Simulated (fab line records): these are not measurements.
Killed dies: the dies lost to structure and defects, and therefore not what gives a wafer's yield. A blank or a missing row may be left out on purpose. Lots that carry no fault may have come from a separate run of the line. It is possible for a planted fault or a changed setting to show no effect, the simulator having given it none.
Matching of chambers | flow n5_finfet | rie_diel-02 running N5_FIN_CUT_ETCH_30: 4 sister chambers
The step etches underlayer in N2/H2, target depth 13 nm, time 10.4 s. 14 wafers are shown with their chamber, then 7 later ones without.

EACH WAFER AND ITS CHAMBER
wafer  | chamber | drypump_motor_current_A (A) | throttle_valve_pct (%) | etch_rf_on_time_s (s)
L074.3 | 3       | 5.7                         | 18.40                  | 10.41
L074.5 | 3       | 5.7                         | 18.40                  | 10.33
L074.6 | 2       | 5.8                         | 18.20                  | 10.31
L075.1 | 3       | 5.7                         | 18.43                  | 10.27
L075.2 | 1       | 5.1                         | 18.25                  | 10.20
L075.6 | 3       | 5.7                         | 18.41                  | 10.30
L078.3 | 2       | 5.8                         | 17.79                  | 10.28
L078.4 | 3       | 5.7                         | 18.42                  | 10.36
L078.6 | 0       | 5.8                         | 18.04                  | 10.51
L083.3 | 0       | 5.8                         | 18.05                  | 10.50
L083.5 | 0       | 5.8                         | 18.05                  | 10.49
L083.6 | 2       | 5.9                         | 17.82                  | 10.35
L084.2 | 1       | 5.1                         | 18.29                  | 10.20
L084.3 | 0       | 5.7                         | 18.07                  | 10.27

SIGNATURES (means of the wafers above)
reading                 | chamber 0 | chamber 1 | chamber 2 | chamber 3 | scatter within a chamber
drypump_motor_current_A | 5.775     | 5.100     | 5.833     | 5.700     | 0.0376
throttle_valve_pct      | 18.0525   | 18.2700   | 17.9367   | 18.4120   | 0.103
etch_rf_on_time_s       | 10.4425   | 10.2000   | 10.3133   | 10.3340   | 0.0735
Rule: distance of a wafer from a chamber = root of the sum over the readings of ((wafer's reading minus chamber's mean) / reading's scatter) squared. If the next closest chamber is less than 2 further off than the closest, the wafer can't be placed; otherwise it belongs to the closest. The scatter: take each reading less its chamber's mean, square it, sum over the shown wafers, divide by the number of wafers less the number of chambers, and take the root.

WAFERS WHOSE CHAMBER IS MISSING
wafer  | drypump_motor_current_A (A) | throttle_valve_pct (%) | etch_rf_on_time_s (s)
L084.5 | 5.8                         | 18.07                  | 10.44
L092.1 | 5.9                         | 17.82                  | 10.24
L092.4 | 5.8                         | 18.07                  | 10.43
L092.6 | 5.7                         | 17.99                  | 9.92
L093.1 | 5.7                         | 18.08                  | 10.43
L093.2 | 5.9                         | 17.82                  | 10.39
L093.4 | 5.8                         | 17.84                  | 10.31

CHAMBER TAKEN BY EACH
wafer  | from the rows above          | in truth
L084.5 | can't be placed: 0 or 2      | 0
L092.1 | 2                            | 2
L092.4 | can't be placed: 0 or 2      | 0
L092.6 | can't be placed: 2 or 3 or 0 | 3
L093.1 | can't be placed: 0 or 3      | 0
L093.2 | can't be placed: 2 or 0      | 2
L093.4 | can't be placed: 2 or 0      | 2
Placed correctly: 1 of 7. Cannot be placed on the basis of these rows: 6; the candidates contain the true chamber in 6. Placed wrongly: 0.
